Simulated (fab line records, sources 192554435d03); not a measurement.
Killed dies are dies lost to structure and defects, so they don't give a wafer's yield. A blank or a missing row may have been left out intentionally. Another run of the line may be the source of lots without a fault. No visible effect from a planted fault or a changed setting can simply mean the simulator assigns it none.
fab line records	flow n5Finfet
record: lots: 24	wafers: 72	lastDay: 18
route steps=1938 shown STI_FIN_REVEAL@188 DUMMY_GATE@232
lots with no fault: from the same line, run without faults
startH: hours from the record's first day to the start of the lot's first wafer shown	waitH: hours elapsed since this lot's preceding step	" repeats the value in the row above	L1.1+2: a single row standing in for several wafers	- value missing, or start not given	* or withheld: withheld	< > ~ a bound
route shown NAME@n: a module of which the file shows steps, and the number in the route of the first	usual: mean/standard deviation taken from wafers without a fault	same: alike in all rows	chamber/n: place in a boat	sites: the reading at each site	_std_site: their standard deviation	_edge_site: mean of outer sites minus mean of inner sites	radiusMm: for every site, how far away it sits from the centre of the wafer	mask NAME#n: copy n	behind: tool/chamber where the wafer was last shaped	hold: reason for holding the lot/hours on hold/outcome of the hold	device: transistor that didn't switch, given as n, p or np	end of line: the tests these same wafers got at the end of their route	a step given without rows: its recipe and nothing more	killed: at the first sort, the dies lost to defects and structure; wafer yield is something else	map: a wafer's dies, x killed, . not, _ none there
set.NAME: setting as actually run; set.NAME@STEP: the setting as run at that earlier step	model.NAME: the simulator's own value behind a step, which no gauge read
the route's steps for a sample of lots (tables are steps, rows are wafers)
services: from which hour (startH, from the record's first day; less than 0 if before it) a tool's chamber was out of use, for how many hours, and why
== steps ==
step: N5_STI_FIN_REVEAL_THK_MEAS_05
usual: thkNm: 131.9/1.4
lot.wafer	tool	chamber	startH	waitH	thkNm
L074.2	filmMetro-02	-	33.75	-	131.8
L074.5	"	-	"	"	131.2
L074.6	"	-	"	"	129.8
L075.1	filmMetro-02	-	40.18	-	131.7
L075.2	"	-	"	"	130.7
L075.6	"	-	"	"	131.8
L076.3	filmMetro-02	-	45.94	-	132.9
L076.5	"	-	"	"	133.0
L076.6	"	-	"	"	132.6
L077.1	filmMetro-01	-	51.10	-	132.2
L077.3	"	-	"	"	130.9
L077.6	"	-	"	"	131.3
L078.1	filmMetro-02	-	58.12	-	134.2
L078.2	"	-	"	"	130.0
L078.6	"	-	"	"	133.1
L079.1	filmMetro-01	-	62.97	-	130.6
L079.4	"	-	"	"	131.1
L079.5	"	-	"	"	131.6
L080.3	filmMetro-02	-	70.22	-	130.5
L080.4	"	-	"	"	130.6
L080.5	"	-	"	"	131.6
L081.1	filmMetro-01	-	76.39	-	132.5
L081.2	"	-	"	"	130.7
L081.5	"	-	"	"	132.0
L082.2	filmMetro-02	-	82.56	-	131.9
L082.5	"	-	"	"	131.5
L082.6	"	-	"	"	131.2
L083.2	filmMetro-02	-	87.69	-	131.8
L083.4	"	-	"	"	133.7
L083.6	"	-	"	"	130.8
L084.1	filmMetro-02	-	94.89	-	132.1
L084.3	"	-	"	"	128.8
L084.5	"	-	"	"	131.4
L085.3	filmMetro-01	-	100.64	-	134.0
L085.4	"	-	"	"	131.7
L085.5	"	-	"	"	132.0
L086.3	filmMetro-01	-	107.06	-	131.6
L086.5	"	-	"	"	131.1
L086.6	"	-	"	"	132.2
L087.2	filmMetro-02	-	113.40	-	134.9
L087.4	"	-	"	"	132.6
L087.5	"	-	"	"	132.7
L088.2	filmMetro-02	-	118.56	-	131.6
L088.3	"	-	"	"	133.0
L088.6	"	-	"	"	135.3
L089.1	filmMetro-02	-	124.18	-	129.4
L089.3	"	-	"	"	131.3
L089.4	"	-	"	"	131.7
L090.1	filmMetro-02	-	129.48	-	131.4
L090.2	"	-	"	"	129.7
L090.3	"	-	"	"	131.1
L091.2	filmMetro-02	-	136.21	-	133.7
L091.4	"	-	"	"	133.4
L091.6	"	-	"	"	133.4
L092.2	filmMetro-02	-	142.81	-	130.8
L092.4	"	-	"	"	134.0
L092.5	"	-	"	"	131.8
L093.2	filmMetro-01	-	149.67	-	131.2
L093.3	"	-	"	"	132.6
L093.4	"	-	"	"	133.8
L094.3	filmMetro-02	-	155.18	-	131.9
L094.4	"	-	"	"	132.9
L094.6	"	-	"	"	131.5
L095.4	filmMetro-01	-	159.95	-	133.3
L095.5	"	-	"	"	132.6
L095.6	"	-	"	"	133.4
L096.2	filmMetro-01	-	165.03	-	132.3
L096.3	"	-	"	"	131.4
L096.5	"	-	"	"	130.8
L097.1	filmMetro-01	-	171.48	-	130.6
L097.4	"	-	"	"	129.9
L097.5	"	-	"	"	130.7
step: N5_STI_FIN_REVEAL_OXIDATION_31
recipe: chemistry: O2_PLASMA_REMOTE	tempC: 150	timeS: 20	pressureMtorr: 1000	sourcePowerW: 2000	o2FlowSccm: 3000
usual: drypumpMotorCurrentA: 5.6/0.44	heaterPowerW: 134/11	tempCMax: 150.73/0.28
lot.wafer	tool	chamber	startH	waitH	drypumpMotorCurrentA	heaterPowerW	rfHoursCounterH	tempCMax
L074.2	plasmaAsher-01	0	36.52	0.0	5.6	145	79	150.79
L074.5	"	0	"	"	5.6	145	-	150.70
L074.6	"	1	"	"	6.3	132	-	151.37
L075.1	plasmaAsher-01	0	43.09	0.0	5.6	146	81	150.59
L075.2	"	1	"	"	6.3	137	81	150.86
L075.6	"	0	"	"	5.6	145	-	150.66
L076.3	plasmaAsher-02	1	48.62	0.1	5.1	116	-	150.49
L076.5	"	0	"	"	5.4	142	-	150.56
L076.6	"	1	"	"	5.1	116	-	150.74
L077.1	plasmaAsher-01	1	53.81	0.0	6.3	136	83	151.18
L077.3	"	1	"	"	6.3	137	-	150.93
L077.6	"	0	"	"	5.6	143	-	150.88
L078.1	plasmaAsher-01	1	60.78	0.0	6.3	135	84	150.97
L078.2	"	0	"	"	5.6	144	84	150.80
L078.6	"	1	"	"	6.3	135	-	150.94
L079.1	plasmaAsher-02	0	66.06	0.0	5.4	142	33	151.03
L079.4	"	1	"	"	5.1	115	-	150.37
L079.5	"	1	"	"	5.1	118	-	150.39
L080.3	plasmaAsher-02	1	72.90	0.1	5.1	117	-	150.72
L080.4	"	0	"	"	5.4	144	-	151.25
L080.5	"	0	"	"	5.4	143	-	150.92
L081.1	plasmaAsher-02	1	79.03	0.0	5.1	114	35	150.56
L081.2	"	0	"	"	5.4	140	35	151.35
L081.5	"	1	"	"	5.1	113	-	150.59
L082.2	plasmaAsher-02	1	85.21	0.0	5.1	115	37	150.48
L082.5	"	0	"	"	5.4	141	-	150.87
L082.6	"	1	"	"	5.1	113	-	150.64
L083.2	plasmaAsher-02	1	90.33	0.0	5.1	115	39	150.49
L083.4	"	0	"	"	5.4	142	-	150.63
L083.6	"	1	"	"	5.1	116	-	150.40
L084.1	plasmaAsher-02	1	97.71	0.0	5.1	116	40	150.22
L084.3	"	1	"	"	5.1	118	-	150.30
L084.5	"	1	"	"	5.1	117	-	150.44
L085.3	plasmaAsher-02	0	103.59	0.1	5.4	143	-	151.06
L085.4	"	1	"	"	5.1	116	-	150.25
L085.5	"	1	"	"	5.1	115	-	150.12
L086.3	plasmaAsher-01	0	109.98	0.1	5.6	143	-	151.12
L086.5	"	0	"	"	5.6	143	-	150.82
L086.6	"	1	"	"	6.3	139	-	150.79
L087.2	plasmaAsher-01	0	116.38	0.0	5.6	144	95	150.72
L087.4	"	1	"	"	6.3	140	-	150.58
L087.5	"	1	"	"	6.3	135	-	150.89
L088.2	plasmaAsher-01	1	121.28	0.0	6.3	138	96	150.42
L088.3	"	0	"	"	5.6	144	-	151.17
L088.6	"	0	"	"	5.6	144	-	150.91
L089.1	plasmaAsher-01	0	127.35	0.0	5.6	147	97	150.82
L089.3	"	0	"	"	5.6	142	-	150.93
L089.4	"	1	"	"	6.3	136	-	150.89
L090.1	plasmaAsher-02	1	132.72	0.0	5.1	114	47	150.37
L090.2	"	0	"	"	5.4	143	47	150.51
L090.3	"	1	"	"	5.1	116	-	150.61
L091.2	plasmaAsher-01	1	138.85	0.0	6.3	138	98	150.73
L091.4	"	1	"	"	6.3	138	-	151.05
L091.6	"	0	"	"	5.6	144	-	150.88
L092.2	plasmaAsher-01	1	145.72	0.0	6.3	138	100	150.61
L092.4	"	1	"	"	6.3	135	-	150.47
L092.5	"	1	"	"	6.3	139	-	150.47
L093.2	plasmaAsher-02	1	152.34	0.0	5.1	115	51	150.35
L093.3	"	1	"	"	5.1	117	-	150.45
L093.4	"	0	"	"	5.4	146	-	150.86
L094.3	plasmaAsher-02	1	158.14	0.1	5.1	115	-	150.28
L094.4	"	0	"	"	5.4	145	-	150.68
L094.6	"	1	"	"	5.1	117	-	150.38
L095.4	plasmaAsher-02	1	162.66	0.1	5.1	119	-	150.17
L095.5	"	0	"	"	5.4	140	-	150.79
L095.6	"	1	"	"	5.1	118	-	150.28
L096.2	plasmaAsher-02	0	167.68	0.0	5.4	140	55	150.89
L096.3	"	0	"	"	5.4	140	-	150.46
L096.5	"	0	"	"	5.4	145	-	150.50
L097.1	plasmaAsher-01	1	174.44	0.4	6.3	136	106	150.77
L097.4	"	1	"	"	6.3	137	-	150.74
L097.5	"	1	"	"	6.3	137	-	150.79
step: N5_STI_FIN_REVEAL_CD_MEAS_22
recipe: targetCdNm: 6.238	pitchNm: 28	polarity: line
usual: cdNm: 6.26/0.27
lot.wafer	tool	chamber	startH	waitH	cdNm
L074.2	cdSem-01	-	37.05	0.0	6.05
L074.5	"	-	"	"	6.01
L074.6	"	-	"	"	6.25
L075.1	cdSem-02	-	43.60	0.0	6.65
L075.2	"	-	"	"	6.32
L075.6	"	-	"	"	6.10
L076.3	cdSem-03	-	49.12	0.0	6.00
L076.5	"	-	"	"	6.14
L076.6	"	-	"	"	6.67
L077.1	cdSem-03	-	54.33	0.0	6.42
L077.3	"	-	"	"	5.84
L077.6	"	-	"	"	6.48
L078.1	cdSem-03	-	61.30	0.0	6.73
L078.2	"	-	"	"	6.31
L078.6	"	-	"	"	6.48
L079.1	cdSem-01	-	66.58	0.0	6.38
L079.4	"	-	"	"	6.24
L079.5	"	-	"	"	5.82
L080.3	cdSem-01	-	73.40	0.0	6.22
L080.4	"	-	"	"	6.55
L080.5	"	-	"	"	6.34
L081.1	cdSem-01	-	79.54	0.0	5.95
L081.2	"	-	"	"	6.38
L081.5	"	-	"	"	5.77
L082.2	cdSem-02	-	85.73	0.0	6.30
L082.5	"	-	"	"	6.12
L082.6	"	-	"	"	6.07
L083.2	cdSem-02	-	90.86	0.0	6.31
L083.4	"	-	"	"	6.16
L083.6	"	-	"	"	5.80
L084.1	cdSem-03	-	98.23	0.0	6.27
L084.3	"	-	"	"	5.81
L084.5	"	-	"	"	6.07
L085.3	cdSem-03	-	104.09	0.0	6.42
L085.4	"	-	"	"	6.40
L085.5	"	-	"	"	6.18
L086.3	cdSem-02	-	110.66	0.0	6.03
L086.5	"	-	"	"	6.11
L086.6	"	-	"	"	6.39
L087.2	cdSem-02	-	117.08	0.0	5.82
L087.4	"	-	"	"	6.18
L087.5	"	-	"	"	6.11
L088.2	cdSem-01	-	121.98	0.0	6.76
L088.3	"	-	"	"	6.29
L088.6	"	-	"	"	6.06
L089.1	cdSem-01	-	127.91	0.0	6.44
L089.3	"	-	"	"	6.32
L089.4	"	-	"	"	6.26
L090.1	cdSem-01	-	133.64	0.0	6.12
L090.2	"	-	"	"	6.09
L090.3	"	-	"	"	6.30
L091.2	cdSem-03	-	139.37	0.0	6.38
L091.4	"	-	"	"	6.08
L091.6	"	-	"	"	6.15
L092.2	cdSem-02	-	146.24	0.0	6.10
L092.4	"	-	"	"	6.05
L092.5	"	-	"	"	6.13
L093.2	cdSem-01	-	152.85	0.0	6.48
L093.3	"	-	"	"	6.34
L093.4	"	-	"	"	5.92
L094.3	cdSem-02	-	158.64	0.0	6.27
L094.4	"	-	"	"	6.20
L094.6	"	-	"	"	6.36
L095.4	cdSem-01	-	163.17	0.0	6.98
L095.5	"	-	"	"	6.44
L095.6	"	-	"	"	5.97
L096.2	cdSem-01	-	168.28	0.0	6.55
L096.3	"	-	"	"	6.40
L096.5	"	-	"	"	6.45
L097.1	cdSem-02	-	174.95	0.0	6.51
L097.4	"	-	"	"	6.61
L097.5	"	-	"	"	6.33
step: N5_DUMMY_GATE_OVL_MEAS_16
recipe: pointsPerWafer: 522
usual: GATE_OVL: 0.0/0.86
lot.wafer	tool	chamber	startH	waitH	GATE_OVL[nm]
L074.2	overlay-01	0	47.67	0.0	0.3
L074.5	"	0	"	"	-0.7
L074.6	"	0	"	"	0.3
L075.1	overlay-02	0	54.28	0.0	0.4
L075.2	"	0	"	"	-0.2
L075.6	"	0	"	"	0.2
L076.3	overlay-01	0	58.03	0.0	-0.1
L076.5	"	0	"	"	0.5
L076.6	"	0	"	"	1.1
L077.1	overlay-02	0	63.07	0.0	-0.8
L077.3	"	0	"	"	-0.9
L077.6	"	0	"	"	0.1
L078.1	overlay-02	0	70.39	0.0	-0.3
L078.2	"	0	"	"	0.3
L078.6	"	0	"	"	-0.2
L079.1	overlay-02	0	77.82	0.0	1.1
L079.4	"	0	"	"	1.4
L079.5	"	0	"	"	1.3
L080.3	overlay-02	0	83.93	0.0	0.1
L080.4	"	0	"	"	-0.9
L080.5	"	0	"	"	0.0
L081.1	overlay-01	0	88.17	0.0	0.1
L081.2	"	0	"	"	0.0
L081.5	"	0	"	"	0.5
L082.2	overlay-02	0	96.75	0.0	1.7
L082.5	"	0	"	"	-0.1
L082.6	"	0	"	"	0.5
L083.2	overlay-02	0	102.67	0.0	2.2
L083.4	"	0	"	"	1.0
L083.6	"	0	"	"	1.1
L084.1	overlay-02	0	107.85	0.0	-0.2
L084.3	"	0	"	"	-1.0
L084.5	"	0	"	"	0.2
L085.3	overlay-01	0	115.12	0.0	0.4
L085.4	"	0	"	"	-0.1
L085.5	"	0	"	"	-0.1
L086.3	overlay-02	0	119.43	0.0	0.6
L086.5	"	0	"	"	0.9
L086.6	"	0	"	"	0.2
L087.2	overlay-01	0	125.80	0.0	-1.0
L087.4	"	0	"	"	-1.2
L087.5	"	0	"	"	-1.2
L088.2	overlay-01	0	130.62	0.0	0.5
L088.3	"	0	"	"	-0.5
L088.6	"	0	"	"	0.2
L089.1	overlay-02	0	136.69	0.0	-0.2
L089.3	"	0	"	"	-0.5
L089.4	"	0	"	"	-0.5
L090.1	overlay-02	0	142.30	0.0	0.2
L090.2	"	0	"	"	-1.0
L090.3	"	0	"	"	0.3
L091.2	overlay-02	0	148.13	0.0	0.3
L091.4	"	0	"	"	0.7
L091.6	"	0	"	"	0.0
L092.2	overlay-01	0	155.03	0.0	1.4
L092.4	"	0	"	"	1.3
L092.5	"	0	"	"	-0.1
L093.2	overlay-02	0	161.49	0.0	-0.5
L093.3	"	0	"	"	-0.4
L093.4	"	0	"	"	-0.5
L094.3	overlay-02	0	167.56	0.0	-0.4
L094.4	"	0	"	"	1.0
L094.6	"	0	"	"	0.7
L095.4	overlay-01	0	172.18	0.0	-1.3
L095.5	"	0	"	"	0.7
L095.6	"	0	"	"	-0.5
L096.2	overlay-01	0	177.04	0.0	1.2
L096.3	"	0	"	"	0.6
L096.5	"	0	"	"	1.8
L097.1	overlay-01	0	185.54	0.0	-1.4
L097.4	"	0	"	"	-0.9
L097.5	"	0	"	"	-1.9
step: N5_DUMMY_GATE_STRIP_40
recipe: chemistry: CF4	resist: SiARC	powerW: 300	biasPowerW: 75	pressureMtorr: 50	cf4FlowSccm: 150	rfFrequencyHz: 6e+07
usual: drypumpMotorCurrentA: 5.8/0.57	oesProductAu: 0.75/0.06	rfVppV: 271.2/1.3	showerheadPlenumPTorr: 1.80/0.047	throttleValvePct: 13.6/0.33
lot.wafer	tool	chamber	startH	waitH	drypumpMotorCurrentA	oesProductAu	rfHoursCounterH	rfVppV	showerheadPlenumPTorr	throttleValvePct
L074.2	rieDiel-03	0	48.08	0.1	5.1	0.73	187	271.6	1.79	13.9
L074.5	"	1	"	"	6.3	0.72	-	272.8	1.86	13.3
L074.6	"	2	"	"	5.6	0.76	-	271.7	1.79	13.8
L075.1	rieDiel-04	0	54.69	0.1	5.9	0.77	100	267.6	1.68	13.5
L075.2	"	1	"	"	5.3	0.85	57	270.4	1.75	13.2
L075.6	"	0	"	"	5.9	0.77	-	267.3	1.67	13.5
L076.3	rieDiel-02	2	58.70	0.1	4.7	0.69	221	272.3	1.85	13.9
L076.5	"	2	"	"	4.6	0.70	-	271.6	1.85	13.9
L076.6	"	0	"	"	5.8	0.73	-	272.4	1.88	14.1
L077.1	rieDiel-04	3	63.49	0.1	6.2	0.74	176	271.3	1.79	13.5
L077.3	"	0	"	"	5.9	0.77	102	268.8	1.67	13.5
L077.6	"	2	"	"	5.2	0.77	-	271.2	1.79	13.2
L078.1	rieDiel-04	2	70.86	0.1	5.2	0.77	123	271.7	1.79	13.2
L078.2	"	1	"	"	5.3	0.85	62	269.9	1.75	13.2
L078.6	"	2	"	"	5.2	0.78	-	270.5	1.79	13.2
L079.1	rieDiel-02	3	78.24	0.1	6.6	0.91	12	273.2	1.76	13.1
L079.4	"	0	"	"	5.7	0.73	185	273.6	1.87	14.2
L079.5	"	0	"	"	5.7	0.73	-	272.3	1.88	14.2
L080.3	rieDiel-03	1	84.44	0.2	6.3	0.72	188	272.2	1.85	13.4
L080.4	"	2	"	"	5.6	0.75	175	271.3	1.79	13.8
L080.5	"	3	"	"	5.8	0.80	-	270.8	1.82	13.3
L081.1	rieDiel-03	3	88.60	0.1	5.8	0.80	69	272.9	1.82	13.3
L081.2	"	1	"	"	6.3	0.71	190	272.9	1.85	13.4
L081.5	"	3	"	"	5.8	0.80	-	272.5	1.82	13.3
L082.2	rieDiel-02	3	98.04	0.2	6.6	0.89	19	269.1	1.76	13.1
L082.5	"	2	"	"	4.6	0.69	-	271.7	1.85	13.9
L082.6	"	3	"	"	6.6	0.90	-	270.5	1.76	13.0
L083.2	rieDiel-03	1	103.08	0.1	6.3	0.71	196	272.4	1.85	13.4
L083.4	"	2	"	"	5.6	0.75	182	269.6	1.79	13.8
L083.6	"	2	"	"	5.6	0.74	-	269.4	1.79	13.8
L084.1	rieDiel-04	1	108.27	0.1	5.3	0.85	65	269.9	1.75	13.2
L084.3	"	0	"	"	5.9	0.76	107	269.5	1.67	13.5
L084.5	"	3	"	"	6.2	0.74	-	270.3	1.79	13.6
L085.3	rieDiel-02	1	116.24	0.2	6.6	0.71	179	272.8	1.86	13.8
L085.4	"	3	"	"	6.6	0.88	27	270.7	1.76	13.1
L085.5	"	2	"	"	4.7	0.68	-	271.6	1.85	13.9
L086.3	rieDiel-02	0	119.98	0.1	5.8	0.72	202	269.8	1.87	14.2
L086.5	"	2	"	"	4.6	0.68	-	271.7	1.85	13.9
L086.6	"	1	"	"	6.5	0.70	-	273.6	1.86	13.8
L087.2	rieDiel-03	0	126.21	0.1	5.1	0.71	215	270.7	1.78	13.9
L087.4	"	2	"	"	5.6	0.74	188	272.6	1.78	13.8
L087.5	"	0	"	"	5.1	0.71	-	271.1	1.78	13.9
L088.2	rieDiel-03	2	131.03	0.1	5.6	0.74	189	270.5	1.78	13.8
L088.3	"	1	"	"	6.3	0.70	204	272.7	1.85	13.4
L088.6	"	3	"	"	5.8	0.77	-	270.1	1.81	13.3
L089.1	rieDiel-03	0	137.71	0.1	5.1	0.70	221	270.5	1.78	13.9
L089.3	"	1	"	"	6.3	0.70	208	271.6	1.85	13.4
L089.4	"	1	"	"	6.3	0.70	-	272.4	1.85	13.4
L090.1	rieDiel-02	0	142.76	0.1	5.8	0.71	209	272.4	1.87	14.2
L090.2	"	1	"	"	6.6	0.70	188	273.0	1.85	13.8
L090.3	"	3	"	"	6.6	0.87	35	270.1	1.76	13.1
L091.2	rieDiel-03	0	148.54	0.1	5.1	0.70	226	271.1	1.78	13.9
L091.4	"	0	"	"	5.1	0.70	-	270.1	1.78	13.9
L091.6	"	1	"	"	6.3	0.70	-	272.9	1.85	13.5
L092.2	rieDiel-03	3	155.44	0.1	5.8	0.77	89	271.2	1.81	13.3
L092.4	"	2	"	"	5.6	0.74	197	271.1	1.78	13.8
L092.5	"	2	"	"	5.6	0.73	-	269.3	1.78	13.8
L093.2	rieDiel-03	1	161.92	0.1	6.3	0.69	218	270.6	1.85	13.4
L093.3	"	2	"	"	5.6	0.73	199	269.0	1.78	13.8
L093.4	"	0	"	"	5.1	0.70	230	270.5	1.78	13.9
L094.3	rieDiel-03	1	167.96	0.1	6.3	0.70	220	272.5	1.85	13.5
L094.4	"	0	"	"	5.1	0.70	232	270.9	1.78	13.9
L094.6	"	0	"	"	5.1	0.69	-	270.2	1.78	13.9
L095.4	rieDiel-03	1	173.20	0.2	6.3	0.70	222	270.9	1.84	13.5
L095.5	"	2	"	"	5.6	0.73	-	269.4	1.78	13.9
L095.6	"	1	"	"	6.3	0.69	-	271.7	1.85	13.5
L096.2	rieDiel-04	1	177.45	0.1	5.3	0.82	87	269.5	1.74	13.2
L096.3	"	3	"	"	6.2	0.72	203	271.5	1.78	13.6
L096.5	"	1	"	"	5.3	0.81	-	269.8	1.74	13.2
L097.1	rieDiel-02	3	186.08	0.1	6.6	0.85	49	270.9	1.76	13.1
L097.4	"	0	"	"	5.7	0.70	223	273.1	1.86	14.3
L097.5	"	1	"	"	6.6	0.70	-	271.5	1.85	13.8
step: N5_DUMMY_GATE_ETCH_42
recipe: chemistry: CHF3/O2	target: SiO2	targetDepthA: 35	timeS: 31	ionEnergyEv: 30	biasW: 12	pressureMtorr: 30	sourceW: 600	Ar_flow_sccm: 200	CHF3_flow_sccm: 50	O2_flow_sccm: 5
usual: drypumpMotorCurrentA: 5.9/0.57	oesProductAu: 0.76/0.073	rfVppV: 42.4/0.94	showerheadPlenumPTorr: 2.42/0.064	throttleValvePct: 18.8/0.36
lot.wafer	tool	chamber	startH	waitH	drypumpMotorCurrentA	oesProductAu	rfHoursCounterH	rfVppV	showerheadPlenumPTorr	throttleValvePct
L074.2	rieDiel-02	3	48.68	0.0	6.6	0.99	2	43.0	2.38	18.3
L074.5	"	3	"	"	6.6	0.98	-	42.2	2.38	18.3
L074.6	"	0	"	"	5.8	0.73	-	41.1	2.50	19.3
L075.1	rieDiel-04	2	55.29	0.0	5.2	0.77	117	42.0	2.42	18.4
L075.2	"	1	"	"	5.3	0.86	57	42.8	2.33	18.3
L075.6	"	3	"	"	6.2	0.76	-	41.7	2.41	18.7
L076.3	rieDiel-04	2	59.29	0.0	5.2	0.78	119	42.7	2.42	18.4
L076.5	"	0	"	"	5.9	0.77	-	40.9	2.23	18.7
L076.6	"	1	"	"	5.3	0.87	-	43.3	2.33	18.3
L077.1	rieDiel-02	2	64.31	0.0	4.6	0.70	223	42.6	2.50	19.1
L077.3	"	0	"	"	5.7	0.73	180	41.1	2.50	19.3
L077.6	"	2	"	"	4.6	0.70	-	42.8	2.50	19.1
L078.1	rieDiel-03	0	71.45	0.0	5.1	0.72	195	42.9	2.41	19.2
L078.2	"	2	"	"	5.6	0.77	169	42.5	2.40	18.9
L078.6	"	0	"	"	5.1	0.72	-	41.7	2.41	19.1
L079.1	rieDiel-03	2	78.90	0.1	5.6	0.77	172	43.2	2.40	19.0
L079.4	"	1	"	"	6.3	0.72	186	43.6	2.49	18.4
L079.5	"	2	"	"	5.6	0.76	-	43.1	2.39	18.9
L080.3	rieDiel-03	2	85.26	0.3	5.6	0.75	175	43.1	2.39	19.0
L080.4	"	3	"	"	5.8	0.81	68	42.2	2.44	18.5
L080.5	"	3	"	"	5.8	0.81	-	42.2	2.44	18.5
L081.1	rieDiel-03	1	89.22	0.1	6.3	0.72	190	43.7	2.48	18.5
L081.2	"	2	"	"	5.6	0.76	176	43.0	2.39	19.0
L081.5	"	0	"	"	5.1	0.71	-	43.7	2.41	19.2
L082.2	rieDiel-02	2	98.72	0.1	4.6	0.69	236	43.5	2.49	19.1
L082.5	"	0	"	"	5.7	0.71	-	42.3	2.49	19.3
L082.6	"	1	"	"	6.6	0.71	-	41.7	2.48	18.9
L083.2	rieDiel-02	1	103.79	0.2	6.6	0.71	176	43.1	2.48	18.9
L083.4	"	0	"	"	5.7	0.71	196	42.0	2.49	19.3
L083.6	"	0	"	"	5.8	0.72	-	40.5	2.49	19.3
L084.1	rieDiel-03	2	108.86	0.0	5.6	0.75	184	42.2	2.39	19.0
L084.3	"	3	"	"	5.8	0.80	78	43.5	2.43	18.5
L084.5	"	3	"	"	5.8	0.80	-	43.0	2.43	18.5
L085.3	rieDiel-03	1	116.85	0.0	6.3	0.72	201	42.4	2.48	18.5
L085.4	"	3	"	"	5.8	0.80	79	42.4	2.43	18.5
L085.5	"	3	"	"	5.8	0.80	-	43.3	2.43	18.5
L086.3	rieDiel-03	0	120.66	0.0	5.1	0.71	214	42.8	2.41	19.2
L086.5	"	0	"	"	5.1	0.70	-	42.9	2.41	19.2
L086.6	"	3	"	"	5.8	0.81	-	42.1	2.43	18.5
L087.2	rieDiel-04	2	126.80	0.0	5.2	0.76	130	43.5	2.42	18.4
L087.4	"	0	"	"	5.9	0.76	113	41.9	2.23	18.7
L087.5	"	1	"	"	5.3	0.85	-	43.2	2.33	18.3
L088.2	rieDiel-04	2	132.04	0.3	5.2	0.76	132	41.4	2.42	18.4
L088.3	"	3	"	"	6.3	0.74	188	42.4	2.40	18.8
L088.6	"	0	"	"	5.9	0.76	-	41.5	2.23	18.7
L089.1	rieDiel-03	2	138.46	0.2	5.6	0.74	194	43.5	2.39	19.0
L089.3	"	1	"	"	6.3	0.71	209	42.3	2.48	18.5
L089.4	"	1	"	"	6.3	0.72	-	42.9	2.48	18.5
L090.1	rieDiel-02	3	143.35	0.0	6.6	0.88	35	43.6	2.37	18.4
L090.2	"	0	"	"	5.7	0.70	209	41.4	2.49	19.3
L090.3	"	1	"	"	6.6	0.70	188	42.5	2.48	18.9
L091.2	rieDiel-02	1	149.13	0.0	6.6	0.71	191	43.5	2.47	18.9
L091.4	"	0	"	"	5.7	0.70	-	41.5	2.49	19.3
L091.6	"	1	"	"	6.6	0.70	-	43.3	2.47	18.9
L092.2	rieDiel-02	3	156.03	0.0	6.6	0.87	40	44.2	2.37	18.4
L092.4	"	3	"	"	6.6	0.88	-	43.2	2.37	18.4
L092.5	"	1	"	"	6.6	0.70	-	42.2	2.47	18.9
L093.2	rieDiel-02	3	162.51	0.0	6.6	0.87	42	44.3	2.37	18.4
L093.3	"	0	"	"	5.8	0.70	216	40.8	2.49	19.4
L093.4	"	0	"	"	5.7	0.70	-	41.6	2.49	19.4
L094.3	rieDiel-02	3	168.80	0.0	6.6	0.87	43	42.7	2.37	18.4
L094.4	"	1	"	"	6.6	0.69	-	43.7	2.47	18.9
L094.6	"	0	"	"	5.8	0.69	-	41.8	2.49	19.4
L095.4	rieDiel-02	0	173.81	0.1	5.7	0.69	-	40.6	2.48	19.3
L095.5	"	1	"	"	6.6	0.69	-	43.7	2.47	18.9
L095.6	"	3	"	"	6.6	0.86	-	43.0	2.37	18.4
L096.2	rieDiel-03	3	178.04	0.0	5.8	0.78	95	42.5	2.43	18.5
L096.3	"	2	"	"	5.6	0.73	204	42.8	2.38	19.0
L096.5	"	0	"	"	5.1	0.68	-	41.3	2.40	19.2
L097.1	rieDiel-02	1	186.68	0.0	6.6	0.69	203	44.5	2.47	18.9
L097.4	"	3	"	"	6.6	0.87	49	42.7	2.36	18.4
L097.5	"	0	"	"	5.7	0.69	-	41.2	2.48	19.4
== services ==
tool	chamber	startH	hours	kind
plasmaAsher-02	-	16.47	6.2	repair
rieDiel-02	3	23.92	-	clean
rieDiel-02	3	23.92	-	consumableReplace:focusRing
rieDiel-02	3	23.92	15.6	scheduledDown
rieDiel-02	3	23.92	15.6	ventCycle
rieDiel-04	0	37.92	4.8	repair
rieDiel-02	1	53.32	16.7	repair
plasmaAsher-02	-	54.82	2.8	pm
rieDiel-03	3	64.95	12.8	repair
rieDiel-03	1	65.00	11.8	repair
rieDiel-04	-	79.77	28.1	pm
plasmaAsher-01	-	132.64	4.5	repair
rieDiel-03	3	133.54	12.3	repair
rieDiel-02	2	139.95	-	clean
rieDiel-02	2	139.95	-	consumableReplace:focusRing
rieDiel-02	2	139.95	34.7	scheduledDown
rieDiel-02	2	139.95	34.7	ventCycle
rieDiel-03	2	143.43	10.1	repair
plasmaAsher-02	-	172.77	8.9	repair
== key ==
fault none
